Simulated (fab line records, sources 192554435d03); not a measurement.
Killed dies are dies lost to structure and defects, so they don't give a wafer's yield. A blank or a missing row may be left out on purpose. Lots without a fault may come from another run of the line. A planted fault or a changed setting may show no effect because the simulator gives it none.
fab line records | flow n5_finfet
record lots=24 wafers=72 last_day=20
route steps=1938 shown BEOL_M3@980 BEOL_M4@1021
lots that met no fault: from a run of the same line without faults
start_h: hours from the record's first day to the start of the lot's first wafer shown | wait_h: hours since the lot's step before | " the same as in the row above | L1.1+2: a row that stands for several wafers | - no value, or no start given | * or withheld: withheld | < > ~ a bound
route shown NAME@n: a module of which the file shows steps, and the number in the route of the first | usual: mean/standard deviation of fault-free wafers | same: alike in all rows | chamber/n: place in a boat | sites: the reading at each site | _std_site: their standard deviation | _edge_site: outer sites' mean less inner sites' | radius_mm: how far each site lies from the wafer's centre | mask NAME#n: copy n | behind: the tool/chamber that last shaped the wafer | hold: why the lot was held/for how many hours/how that ended | device: the transistor (n, p or np) that didn't switch | end of line: the same wafers' tests at the end of the route | a step without rows: its recipe alone | killed: dies lost to structure and defects at the first sort, not the wafer's yield | map: a wafer's dies, x killed, . not, _ none there
set.NAME: the setting as run; set.NAME@STEP: as run at that earlier step | model.NAME: the simulator's own value behind a step, which no gauge read
steps of the route over a sample of lots; a table a step, a row a wafer
services: from which hour (start_h, from the record's first day; less than 0 if before it) a tool's chamber was out of use, for how many hours, and why
## steps
# step N5_BEOL_M3_TRENCH_ETCH_37
# recipe chemistry=C4F6/O2 target_depth_a=555.55 target=SiOC time_s=29.2 ion_energy_ev=250 pressure_mtorr=30 source_w=355 bias_w=185 Ar_flow_sccm=300 C4F6_flow_sccm=10 O2_flow_sccm=10
# usual drypump_motor_current_A=5.6/0.35 oes_product_au=0.79/0.093 rf_vpp_V=666/8.5 showerhead_plenum_p_Torr=2.82/0.11 throttle_valve_pct=20.88/0.25
# columns lot.wafer tool chamber start_h wait_h drypump_motor_current_A oes_product_au rf_hours_counter_h rf_vpp_V showerhead_plenum_p_Torr throttle_valve_pct
L075.1 rie_diel-02 2 - - 6.1 0.77 148 679 2.97 20.54
L075.5 " 1 " " 5.8 0.95 - 666 2.92 20.75
L075.6 " 0 " " 5.1 0.75 - 676 2.96 20.67
L076.1 rie_diel-02 3 - - 5.2 0.79 116 655 2.64 20.82
L076.3 " 1 " " 5.8 0.93 14 667 2.91 20.74
L076.4 " 2 " " 6.1 0.76 153 679 2.96 20.54
L074.1 rie_diel-06 2 - - 6.1 0.67 227 663 2.70 20.79
L074.3 " 0 " " 5.9 0.72 195 665 2.72 21.07
L074.5 " 1 " " 5.6 0.92 - 656 2.79 20.91
L077.2 rie_diel-06 3 - - 5.7 0.68 227 668 2.82 21.39
L077.5 " 0 " " 5.9 0.72 - 663 2.72 21.09
L077.6 " 3 " " 5.7 0.69 - 669 2.82 21.41
L078.2 rie_diel-02 1 - - 5.8 0.93 18 666 2.91 20.73
L078.3 " 0 " " 5.1 0.74 186 675 2.95 20.67
L078.6 " 3 " " 5.1 0.80 - 656 2.64 20.82
L083.1 rie_diel-02 2 - - 6.1 0.75 161 678 2.96 20.55
L083.4 " 3 " " 5.2 0.79 125 657 2.64 20.83
L083.5 " 0 " " 5.1 0.74 - 677 2.95 20.67
L079.1 rie_diel-02 1 - - 5.8 0.90 23 665 2.91 20.75
L079.5 " 0 " " 5.1 0.73 - 679 2.95 20.67
L079.6 " 2 " " 6.1 0.74 - 677 2.96 20.55
L081.4 rie_diel-02 2 - - 6.1 0.75 165 679 2.96 20.54
L081.5 " 3 " " 5.1 0.80 - 656 2.63 20.83
L081.6 " 0 " " 5.1 0.74 - 678 2.95 20.68
L084.1 rie_diel-02 1 - - 5.8 0.90 28 666 2.91 20.76
L084.3 " 2 " " 6.1 0.74 167 678 2.96 20.56
L084.5 " 2 " " 6.1 0.75 - 678 2.96 20.57
L085.4 rie_diel-02 2 - - 6.1 0.74 169 678 2.96 20.57
L085.5 " 3 " " 5.1 0.79 - 655 2.63 20.81
L085.6 " 0 " " 5.1 0.73 - 678 2.95 20.68
L082.2 rie_diel-06 2 - - 6.1 0.66 240 663 2.70 20.80
L082.3 " 3 " " 5.7 0.67 241 668 2.81 21.41
L082.6 " 2 " " 6.0 0.66 - 663 2.70 20.80
L080.1 rie_diel-06 1 - - 5.6 0.89 36 655 2.78 20.92
L080.4 " 2 " " 6.1 0.67 241 661 2.69 20.80
L080.6 " 1 " " 5.6 0.88 - 654 2.78 20.92
L087.2 rie_diel-05 0 - - 5.9 0.94 20 677 2.81 20.93
L087.4 " 2 " " 5.2 0.74 173 658 2.72 21.37
L087.6 " 3 " " 5.7 0.94 - 668 2.91 20.98
L086.3 rie_diel-06 2 - - 6.0 0.67 246 663 2.69 20.82
L086.4 " 0 " " 5.9 0.70 217 664 2.71 21.12
L086.5 " 2 " " 6.1 0.66 - 662 2.69 20.81
L089.2 rie_diel-06 3 - - 5.7 0.67 247 668 2.81 21.40
L089.3 " 0 " " 5.9 0.70 218 665 2.71 21.10
L089.5 " 3 " " 5.7 0.68 - 669 2.81 21.43
L088.3 rie_diel-05 2 - - 5.2 0.74 177 656 2.72 21.38
L088.5 " 0 " " 5.9 0.93 - 676 2.81 20.95
L088.6 " 3 " " 5.7 0.94 - 670 2.91 20.98
L093.1 rie_diel-02 3 - - 5.2 0.78 137 655 2.63 20.84
L093.2 " 1 " " 5.9 0.89 37 667 2.90 20.78
L093.4 " 2 " " 6.1 0.73 176 678 2.95 20.58
L090.1 rie_diel-05 0 - - 5.9 0.92 27 677 2.81 20.94
L090.4 " 2 " " 5.2 0.73 - 658 2.72 21.39
L090.6 " 0 " " 5.9 0.92 - 677 2.81 20.93
L092.3 rie_diel-05 1 - - 5.3 0.71 183 656 2.82 20.75
L092.5 " 1 " " 5.4 0.71 - 657 2.82 20.72
L092.6 " 0 " " 5.9 0.92 - 675 2.80 20.93
L091.1 rie_diel-06 1 - - 5.6 0.87 46 655 2.78 20.94
L091.2 " 3 " " 5.7 0.66 251 669 2.81 21.43
L091.6 " 1 " " 5.6 0.86 - 656 2.78 20.94
L094.2 rie_diel-02 2 - - 6.1 0.74 182 678 2.95 20.59
L094.3 " 3 " " 5.2 0.77 143 655 2.63 20.85
L094.6 " 1 " " 5.8 0.87 - 665 2.90 20.76
L095.2 rie_diel-02 1 - - 5.9 0.88 41 665 2.90 20.77
L095.5 " 3 " " 5.1 0.77 - 654 2.63 20.87
L095.6 " 2 " " 6.1 0.73 - 679 2.95 20.59
L097.2 rie_diel-05 0 - - 5.9 0.91 33 677 2.80 20.95
L097.3 " 3 " " 5.7 0.91 25 668 2.91 20.99
L097.5 " 1 " " 5.4 0.72 - 658 2.82 20.73
L096.1 rie_diel-06 1 - - 5.6 0.86 52 655 2.77 20.94
L096.2 " 0 " " 5.9 0.70 229 665 2.70 21.11
L096.4 " 0 " " 5.9 0.70 - 664 2.70 21.12
# step N5_BEOL_M3_SPUTTER_79
# recipe material=Cu target_thk_a=45 temp_c=-20 chamber_pressure_pa=0.07 power_w=withheld time_s=8.29
# usual substrate_temp_c=-20.00/0.092 throttle_valve_pct=30.5/0.81
# columns lot.wafer tool chamber start_h wait_h substrate_temp_c throttle_valve_pct
L075.1 pvd_sputter-02 - 194.10 0.1 -20.02 30.3
L075.5 " - " " -19.92 30.4
L075.6 " - " " -19.99 31.6
L076.1 pvd_sputter-01 - 210.02 0.1 -20.12 29.1
L076.3 " - " " -19.98 31.1
L076.4 " - " " -19.76 31.3
L074.1 pvd_sputter-02 - 212.49 0.1 -20.05 30.0
L074.3 " - " " -20.12 30.3
L074.5 " - " " -19.98 30.2
L077.2 pvd_sputter-01 - 225.50 0.1 -19.94 31.4
L077.5 " - " " -20.04 31.0
L077.6 " - " " -20.08 31.3
L078.2 pvd_sputter-02 - 233.67 0.1 -20.01 30.5
L078.3 " - " " -20.00 29.3
L078.6 " - " " -19.93 30.5
L083.1 pvd_sputter-03 - 247.08 0.1 -20.02 30.1
L083.4 " - " " -20.09 30.4
L083.5 " - " " -19.90 30.2
L079.1 pvd_sputter-03 - 250.40 0.1 -19.98 30.5
L079.5 " - " " -20.10 30.8
L079.6 " - " " -20.00 29.9
L081.4 pvd_sputter-03 - 257.62 0.1 -19.97 29.9
L081.5 " - " " -19.95 30.0
L081.6 " - " " -20.12 29.9
L084.1 pvd_sputter-01 - 265.19 0.1 -19.94 31.1
L084.3 " - " " -20.07 29.2
L084.5 " - " " -20.09 30.9
L085.4 pvd_sputter-01 - 268.71 0.1 -20.17 31.5
L085.5 " - " " -19.98 31.3
L085.6 " - " " -19.97 31.2
L082.2 pvd_sputter-01 - 270.55 0.1 -20.16 31.4
L082.3 " - " " -20.05 31.3
L082.6 " - " " -19.95 31.6
L080.1 pvd_sputter-03 - 273.18 0.1 -20.08 30.4
L080.4 " - " " -20.08 30.0
L080.6 " - " " -20.01 30.5
L087.2 pvd_sputter-01 - 279.71 0.1 -20.11 31.3
L087.4 " - " " -20.02 29.2
L087.6 " - " " -20.10 29.1
L086.3 pvd_sputter-01 - 293.08 0.1 -20.03 31.2
L086.4 " - " " -20.09 31.4
L086.5 " - " " -20.05 29.2
L089.2 pvd_sputter-01 - 294.92 0.1 -19.92 31.4
L089.3 " - " " -20.05 31.2
L089.5 " - " " -20.08 31.3
L088.3 pvd_sputter-02 - 296.35 0.1 -19.75 30.3
L088.5 " - " " -20.05 31.6
L088.6 " - " " -19.92 29.5
L093.1 pvd_sputter-03 - 297.48 0.1 -20.09 29.7
L093.2 " - " " -19.98 30.2
L093.4 " - " " -20.04 30.1
L090.1 pvd_sputter-03 - 300.66 0.1 -19.87 29.7
L090.4 " - " " -19.89 29.9
L090.6 " - " " -20.09 29.9
L092.3 pvd_sputter-01 - 305.90 0.1 -19.84 28.9
L092.5 " - " " -19.88 29.0
L092.6 " - " " -20.08 31.5
L091.1 pvd_sputter-01 - 310.72 0.1 -19.92 31.4
L091.2 " - " " -19.98 31.4
L091.6 " - " " -19.96 29.1
L094.2 pvd_sputter-01 - 317.62 0.1 -19.97 31.4
L094.3 " - " " -20.21 31.5
L094.6 " - " " -20.03 31.1
L095.2 pvd_sputter-03 - 321.88 0.1 -19.86 29.9
L095.5 " - " " -19.89 29.6
L095.6 " - " " -19.96 30.7
L097.2 pvd_sputter-03 - 323.72 0.1 -20.11 30.3
L097.3 " - " " -20.06 30.0
L097.5 " - " " -20.01 30.7
L096.1 pvd_sputter-02 - 327.39 0.1 -20.05 30.4
L096.2 " - " " -20.05 31.5
L096.4 " - " " -19.92 30.1
# step N5_BEOL_M3_ANNEAL_51
# recipe temp_c=225 time_s=90 ambient=N2
# usual wafer_temp_C_max=226.4/0.36
# columns lot.wafer tool chamber start_h wait_h wafer_temp_C_max
L075.1 rtp_anneal-02 0 195.84 0.1 226.6
L075.5 " 0 " " 226.5
L075.6 " 0 " " 226.1
L074.1 rtp_anneal-01 0 214.22 0.1 226.3
L074.3 " 0 " " 225.9
L074.5 " 0 " " 226.5
L076.1 rtp_anneal-01 0 216.53 0.1 225.9
L076.3 " 0 " " 226.3
L076.4 " 0 " " 226.2
L077.2 rtp_anneal-02 0 227.28 0.1 226.7
L077.5 " 0 " " 226.5
L077.6 " 0 " " 227.2
L078.2 rtp_anneal-02 0 235.45 0.1 226.3
L078.3 " 0 " " 226.8
L078.6 " 0 " " 226.7
L083.1 rtp_anneal-01 0 248.81 0.1 226.0
L083.4 " 0 " " 225.9
L083.5 " 0 " " 226.3
L079.1 rtp_anneal-01 0 252.13 0.1 226.6
L079.5 " 0 " " 226.1
L079.6 " 0 " " 226.0
L081.4 rtp_anneal-01 0 259.49 0.2 226.1
L081.5 " 0 " " 225.7
L081.6 " 0 " " 226.4
L084.1 rtp_anneal-02 0 267.00 0.1 226.8
L084.3 " 0 " " 227.2
L084.5 " 0 " " 226.6
L085.4 rtp_anneal-02 0 270.58 0.2 226.2
L085.5 " 0 " " 226.4
L085.6 " 0 " " 226.5
L082.2 rtp_anneal-01 0 272.33 0.1 226.4
L082.3 " 0 " " 225.9
L082.6 " 0 " " 225.9
L080.1 rtp_anneal-02 0 274.95 0.1 226.7
L080.4 " 0 " " 226.6
L080.6 " 0 " " 226.6
L087.2 rtp_anneal-01 0 281.49 0.1 226.2
L087.4 " 0 " " 226.5
L087.6 " 0 " " 226.1
L086.3 rtp_anneal-02 0 294.90 0.1 226.8
L086.4 " 0 " " 226.2
L086.5 " 0 " " 226.6
L089.2 rtp_anneal-01 0 296.78 0.2 226.4
L089.3 " 0 " " 226.4
L089.5 " 0 " " 226.2
L088.3 rtp_anneal-01 0 298.17 0.1 226.3
L088.5 " 0 " " 226.0
L088.6 " 0 " " 226.3
L093.1 rtp_anneal-02 0 299.22 0.1 227.3
L093.2 " 0 " " 227.3
L093.4 " 0 " " 227.0
L090.1 rtp_anneal-02 0 302.40 0.1 227.8
L090.4 " 0 " " 227.3
L090.6 " 0 " " 226.7
L092.3 rtp_anneal-02 0 307.73 0.1 227.1
L092.5 " 0 " " 226.5
L092.6 " 0 " " 226.5
L091.1 rtp_anneal-02 0 312.61 0.2 226.5
L091.2 " 0 " " 226.6
L091.6 " 0 " " 226.7
L094.2 rtp_anneal-02 0 319.40 0.1 226.2
L094.3 " 0 " " 226.5
L094.6 " 0 " " 226.6
L095.2 rtp_anneal-02 0 323.66 0.1 226.3
L095.5 " 0 " " 226.1
L095.6 " 0 " " 226.5
L097.2 rtp_anneal-02 0 325.50 0.1 226.4
L097.3 " 0 " " 226.8
L097.5 " 0 " " 226.7
L096.1 rtp_anneal-01 0 329.13 0.1 226.1
L096.2 " 0 " " 226.4
L096.4 " 0 " " 226.3
# step N5_BEOL_M3_RS_MEAS_58
# recipe thk_meas_gauge=four-point-probe reads=Co_of_BEOL_M3_CO_CAP_55+Cu_of_BEOL_M3_ECD_50+Co_of_BEOL_M3_CVD_47+TaN_of_BEOL_M3_ALD_84
# usual M3_RS=0.657/0.03
# columns lot.wafer tool chamber start_h wait_h M3_RS[ohm/sq]
L075.1 film_metro-02 - 196.69 0.0 0.698
L075.5 " - " " 0.686
L075.6 " - " " 0.653
L074.1 film_metro-01 - 215.08 0.0 0.699
L074.3 " - " " 0.710
L074.5 " - " " 0.661
L076.1 film_metro-02 - 217.41 0.1 0.664
L076.3 " - " " 0.636
L076.4 " - " " 0.656
L077.2 film_metro-01 - 228.12 0.1 0.677
L077.5 " - " " 0.593
L077.6 " - " " 0.632
L078.2 film_metro-02 - 236.25 0.1 0.630
L078.3 " - " " 0.656
L078.6 " - " " 0.620
L083.1 film_metro-02 - 249.66 0.0 0.701
L083.4 " - " " 0.658
L083.5 " - " " 0.662
L079.1 film_metro-01 - 252.98 0.0 0.663
L079.5 " - " " 0.682
L079.6 " - " " 0.664
L081.4 film_metro-01 - 260.21 0.0 0.635
L081.5 " - " " 0.607
L081.6 " - " " 0.622
L084.1 film_metro-01 - 267.97 0.0 0.633
L084.3 " - " " 0.629
L084.5 " - " " 0.645
L085.4 film_metro-01 - 271.31 0.0 0.631
L085.5 " - " " 0.634
L085.6 " - " " 0.649
L082.2 film_metro-02 - 273.50 0.1 0.672
L082.3 " - " " 0.687
L082.6 " - " " 0.651
L080.1 film_metro-02 - 275.92 0.0 0.697
L080.4 " - " " 0.662
L080.6 " - " " 0.635
L087.2 film_metro-02 - 282.38 0.1 0.662
L087.4 " - " " 0.624
L087.6 " - " " 0.619
L086.3 film_metro-01 - 295.68 0.1 0.638
L086.4 " - " " 0.668
L086.5 " - " " 0.659
L089.2 film_metro-02 - 297.58 0.1 0.716
L089.3 " - " " 0.665
L089.5 " - " " 0.625
L088.3 film_metro-01 - 298.93 0.1 0.705
L088.5 " - " " 0.654
L088.6 " - " " 0.630
L093.1 film_metro-02 - 300.07 0.0 0.699
L093.2 " - " " 0.711
L093.4 " - " " 0.662
L090.1 film_metro-02 - 303.25 0.0 0.676
L090.4 " - " " 0.660
L090.6 " - " " 0.652
L092.3 film_metro-01 - 308.49 0.1 0.680
L092.5 " - " " 0.696
L092.6 " - " " 0.667
L091.1 film_metro-01 - 313.46 0.0 0.635
L091.2 " - " " 0.714
L091.6 " - " " 0.652
L094.2 film_metro-01 - 320.20 0.1 0.656
L094.3 " - " " 0.661
L094.6 " - " " 0.673
L095.2 film_metro-01 - 324.46 0.1 0.712
L095.5 " - " " 0.675
L095.6 " - " " 0.673
L097.2 film_metro-01 - 326.30 0.1 0.627
L097.3 " - " " 0.654
L097.5 " - " " 0.612
L096.1 film_metro-02 - 329.99 0.0 0.662
L096.2 " - " " 0.605
L096.4 " - " " 0.625
# step N5_BEOL_M3_INSPECT_59
# recipe inspect_instrument=darkfield mode=post_dep
# usual raw_defect_count=72/27
# columns lot.wafer tool chamber start_h wait_h raw_defect_count
L075.1 defect_inspect-01 - 196.71 0.0 102
L075.5 " - " " 87
L075.6 " - " " 68
L074.1 defect_inspect-02 - 215.10 0.0 97
L074.3 " - " " 134
L074.5 " - " " 117
L076.1 defect_inspect-02 - 217.43 0.0 49
L076.3 " - " " 70
L076.4 " - " " 37
L077.2 defect_inspect-01 - 228.14 0.0 79
L077.5 " - " " 100
L077.6 " - " " 41
L078.2 defect_inspect-01 - 236.28 0.0 58
L078.3 " - " " 57
L078.6 " - " " 63
L083.1 defect_inspect-02 - 249.69 0.0 103
L083.4 " - " " 63
L083.5 " - " " 84
L079.1 defect_inspect-01 - 253.01 0.0 83
L079.5 " - " " 53
L079.6 " - " " 57
L081.4 defect_inspect-02 - 260.23 0.0 54
L081.5 " - " " 58
L081.6 " - " " 58
L084.1 defect_inspect-02 - 267.99 0.0 130
L084.3 " - " " 68
L084.5 " - " " 65
L085.4 defect_inspect-01 - 271.34 0.0 77
L085.5 " - " " 66
L085.6 " - " " 64
L082.2 defect_inspect-02 - 273.53 0.0 87
L082.3 " - " " 62
L082.6 " - " " 54
L080.1 defect_inspect-02 - 275.95 0.0 38
L080.4 " - " " 53
L080.6 " - " " 37
L087.2 defect_inspect-02 - 282.40 0.0 104
L087.4 " - " " 53
L087.6 " - " " 80
L086.3 defect_inspect-01 - 295.71 0.0 168
L086.4 " - " " 117
L086.5 " - " " 90
L089.2 defect_inspect-02 - 297.61 0.0 32
L089.3 " - " " 44
L089.5 " - " " 48
L088.3 defect_inspect-01 - 298.96 0.0 72
L088.5 " - " " 63
L088.6 " - " " 60
L093.1 defect_inspect-02 - 300.09 0.0 94
L093.2 " - " " 85
L093.4 " - " " 95
L090.1 defect_inspect-02 - 303.27 0.0 65
L090.4 " - " " 43
L090.6 " - " " 45
L092.3 defect_inspect-01 - 308.52 0.0 53
L092.5 " - " " 59
L092.6 " - " " 84
L091.1 defect_inspect-02 - 313.49 0.0 119
L091.2 " - " " 90
L091.6 " - " " 92
L094.2 defect_inspect-02 - 320.23 0.0 111
L094.3 " - " " 71
L094.6 " - " " 51
L095.2 defect_inspect-02 - 324.49 0.0 54
L095.5 " - " " 77
L095.6 " - " " 74
L097.2 defect_inspect-02 - 326.33 0.0 66
L097.3 " - " " 60
L097.5 " - " " 38
L096.1 defect_inspect-01 - 330.02 0.0 51
L096.2 " - " " 67
L096.4 " - " " 45
# step N5_BEOL_M4_ILD_DEP_00
# recipe material=SiOC target_thk_a=790 temp_c=350 precursor=DEMS/O2 pressure_torr=5 rf_w=500 time_s=15.3
# usual heater_power_w=457/92 showerhead_plenum_p_Torr=5.696/0.014 showerhead_vpp_V=1344/41 throttle_valve_pct=12.1/0.53
# columns lot.wafer tool chamber start_h wait_h heater_power_w showerhead_plenum_p_Torr showerhead_vpp_V throttle_valve_pct
L075.1 pecvd-04 2 196.75 0.0 667 5.695 1346 12.1
L075.5 " 2 " " 523 5.687 1361 11.9
L075.6 " 0 " " 345 5.682 1376 12.5
L074.1 pecvd-03 2 215.14 0.0 308 5.712 1340 11.9
L074.3 " 1 " " 515 5.706 1394 12.5
L074.5 " 1 " " 402 5.691 1389 12.7
L076.1 pecvd-04 0 217.47 0.0 369 5.664 1355 12.3
L076.3 " 2 " " 614 5.694 1335 12.3
L076.4 " 0 " " 380 5.679 1367 12.3
L077.2 pecvd-03 1 228.18 0.0 461 5.718 1385 12.7
L077.5 " 2 " " 359 5.713 1341 11.8
L077.6 " 1 " " 483 5.705 1400 12.6
L078.2 pecvd-03 1 236.32 0.0 498 5.721 1406 12.7
L078.3 " 2 " " 378 5.705 1323 12.0
L078.6 " 2 " " 387 5.697 1360 12.1
L083.1 pecvd-04 1 249.73 0.0 609 5.688 1307 12.3
L083.4 " 1 " " 604 5.692 1285 11.9
L083.5 " 2 " " 535 5.693 1343 12.3
L079.1 pecvd-03 2 253.05 0.0 346 5.705 1368 12.2
L079.5 " 0 " " 538 5.693 1314 11.4
L079.6 " 2 " " 362 5.700 1344 12.0
L081.4 pecvd-03 1 260.28 0.1 413 5.715 1390 12.9
L081.5 " 2 " " 347 5.717 1329 12.2
L081.6 " 0 " " 510 5.693 1325 11.3
L084.1 pecvd-01 2 268.03 0.0 372 5.694 1353 10.8
L084.3 " 0 " " 397 5.713 1418 12.0
L084.5 " 2 " " 378 5.686 1377 10.8
L085.4 pecvd-03 1 271.39 0.1 441 5.719 1400 12.7
L085.5 " 0 " " 517 5.704 1313 11.6
L085.6 " 2 " " 346 5.712 1333 12.0
L082.2 pecvd-03 0 273.56 0.0 509 5.697 1307 11.4
L082.3 " 1 " " 410 5.711 1412 12.8
L082.6 " 2 " " 323 5.693 1346 12.0
L080.1 pecvd-01 0 275.99 0.0 428 5.692 1409 12.1
L080.4 " 0 " " 442 5.697 1412 12.2
L080.6 " 2 " " 454 5.692 1362 10.7
L087.2 pecvd-03 2 282.44 0.0 370 5.707 1321 11.9
L087.4 " 2 " " 383 5.711 1361 11.8
L087.6 " 0 " " 513 5.691 1317 11.3
L086.3 pecvd-04 1 295.74 0.0 596 5.677 1287 11.9
L086.4 " 1 " " 596 5.691 1290 12.0
L086.5 " 0 " " 373 5.687 1329 12.5
L089.2 pecvd-04 2 297.64 0.0 632 5.691 1366 12.3
L089.3 " 1 " " 520 5.687 1280 12.2
L089.5 " 0 " " 316 5.665 1367 12.4
L088.3 pecvd-03 1 299.00 0.0 456 5.708 1375 12.7
L088.5 " 0 " " 518 5.694 1321 11.6
L088.6 " 2 " " 335 5.720 1340 12.3
L093.1 pecvd-03 0 300.13 0.0 554 5.676 1328 11.6
L093.2 " 2 " " 356 5.705 1315 12.0
L093.4 " 2 " " 359 5.709 1331 12.3
L090.1 pecvd-03 2 303.31 0.0 351 5.707 1336 12.2
L090.4 " 2 " " 344 5.725 1342 12.0
L090.6 " 0 " " 567 5.684 1327 11.6
L092.3 pecvd-03 2 308.55 0.0 349 5.714 1335 12.4
L092.5 " 1 " " 414 5.714 1414 12.7
L092.6 " 0 " " 550 5.696 1318 11.8
L091.1 pecvd-03 0 313.52 0.0 490 5.689 1322 11.6
L091.2 " 2 " " 313 5.715 1343 12.1
L091.6 " 1 " " 418 5.714 1395 12.6
L094.2 pecvd-01 2 320.27 0.0 425 5.707 1352 10.7
L094.3 " 1 " " 471 5.681 1258 13.0
L094.6 " 1 " " 485 5.692 1248 12.9
L095.2 pecvd-04 0 324.53 0.0 364 5.675 1370 12.3
L095.5 " 1 " " 608 5.683 1295 12.0
L095.6 " 0 " " 345 5.678 1340 12.4
L097.2 pecvd-04 1 326.37 0.0 524 5.687 1274 12.2
L097.3 " 2 " " 604 5.687 1320 12.2
L097.5 " 2 " " 599 5.696 1346 12.5
L096.1 pecvd-01 2 330.06 0.0 388 5.695 1345 11.1
L096.2 " 0 " " 375 5.691 1392 12.1
L096.4 " 1 " " 469 5.688 1269 12.6
## services
# columns tool chamber start_h hours kind
rie_diel-02 0 167.44 8.3 repair
rie_diel-05 - 180.15 0.6 repair
pecvd-03 0 186.75 5.0 scheduled_down
rtp_anneal-01 - 189.62 4.0 pm
pecvd-01 - 190.56 14.6 pm
pecvd-01 1 216.06 12.8 repair
rie_diel-06 2 218.65 12.9 repair
pecvd-04 0 228.23 9.0 repair
pecvd-01 - 228.73 2.5 repair
pecvd-01 - 231.27 2.8 pm
rie_diel-02 3 245.31 7.2 repair
pecvd-04 - 247.48 0.7 repair
pecvd-03 2 253.62 5.5 scheduled_down
pecvd-04 2 270.21 5.2 repair
pecvd-03 2 275.97 5.5 scheduled_down
pecvd-03 1 277.89 12.2 repair
rie_diel-02 1 304.26 7.9 repair
rie_diel-06 2 306.74 - clean
rie_diel-06 2 306.74 - consumable_replace:focus_ring
rie_diel-06 2 306.74 - consumable_replace:showerhead
rie_diel-06 2 306.74 12.8 scheduled_down
rie_diel-06 2 306.74 12.8 vent_cycle
rie_diel-06 3 318.44 5.6 repair
rie_diel-06 3 324.08 - clean
## key
fault none
